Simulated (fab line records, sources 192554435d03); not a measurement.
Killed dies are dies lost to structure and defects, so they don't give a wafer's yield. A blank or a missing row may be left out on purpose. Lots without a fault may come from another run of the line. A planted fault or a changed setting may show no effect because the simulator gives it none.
Chamber matching | flow n5_finfet | N5_BEOL_M12_DESCUM_15 on rie_diel-05: 4 sister chambers
The step chemistry O2, time 7.9 s. 16 wafers are shown with their chamber, then 8 later ones without.

WAFERS WITH THEIR CHAMBER
wafer  | chamber | showerhead_plenum_p_Torr (Torr) | drypump_motor_current_A (A) | throttle_valve_pct (%)
L079.3 | 1       | 1.96                            | 5.6                         | 20.39
L079.4 | 2       | 2.17                            | 5.9                         | 20.46
L079.6 | 0       | 2.11                            | 5.0                         | 20.05
L080.1 | 3       | 2.20                            | 5.7                         | 20.20
L080.4 | 1       | 1.96                            | 5.5                         | 20.42
L080.6 | 3       | 2.20                            | 5.7                         | 20.20
L082.1 | 0       | 2.11                            | 5.0                         | 20.05
L082.4 | 3       | 2.20                            | 5.7                         | 20.23
L082.5 | 1       | 1.96                            | 5.5                         | 20.41
L088.2 | 0       | 2.10                            | 4.9                         | 20.08
L088.5 | 0       | 2.10                            | 5.0                         | 20.09
L088.6 | 3       | 2.19                            | 5.7                         | 20.24
L092.2 | 3       | 2.19                            | 5.7                         | 20.25
L092.5 | 0       | 2.10                            | 4.9                         | 20.11
L092.6 | 1       | 1.95                            | 5.5                         | 20.44
L094.4 | 3       | 2.18                            | 5.7                         | 20.25

SIGNATURES (means of the wafers above)
reading                  | chamber 0 | chamber 1 | chamber 2 | chamber 3 | scatter within a chamber
showerhead_plenum_p_Torr | 2.1040    | 1.9575    | 2.1700    | 2.1933    | 0.00664
drypump_motor_current_A  | 4.960     | 5.525     | 5.900     | 5.700     | 0.0403
throttle_valve_pct       | 20.0760   | 20.4150   | 20.4600   | 20.2283   | 0.0236
Rule: a wafer's distance from a chamber is the root of the sum, over the readings, of the square of ((its reading less the chamber's mean) divided by the reading's scatter). The wafer belongs to the nearest chamber; if the next one is less than 2 further off, it can't be placed. The scatter: the root of (the sum of the squares of (reading less its chamber's mean) over the shown wafers, divided by (wafers less chambers)).

WAFERS WITHOUT THEIR CHAMBER
wafer  | showerhead_plenum_p_Torr (Torr) | drypump_motor_current_A (A) | throttle_valve_pct (%)
L094.5 | 1.95                            | 5.5                         | 20.49
L094.6 | 2.09                            | 5.0                         | 20.11
L095.2 | 2.18                            | 5.7                         | 20.27
L095.4 | 2.09                            | 4.9                         | 20.12
L095.5 | 1.95                            | 5.5                         | 20.46
L097.4 | 2.16                            | 5.9                         | 20.19
L097.5 | 2.18                            | 5.7                         | 20.28
L097.6 | 2.09                            | 5.0                         | 20.12

WHICH CHAMBER EACH WENT THROUGH
wafer  | from the rows above | in truth
L094.5 | 1                   | 1
L094.6 | 0                   | 0
L095.2 | 3                   | 3
L095.4 | 0                   | 0
L095.5 | 1                   | 1
L097.4 | 3                   | 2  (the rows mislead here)
L097.5 | 3                   | 3
L097.6 | 0                   | 0
Placed correctly: 7 of 8. Can't be placed from these rows: 0. Placed wrongly: 1.
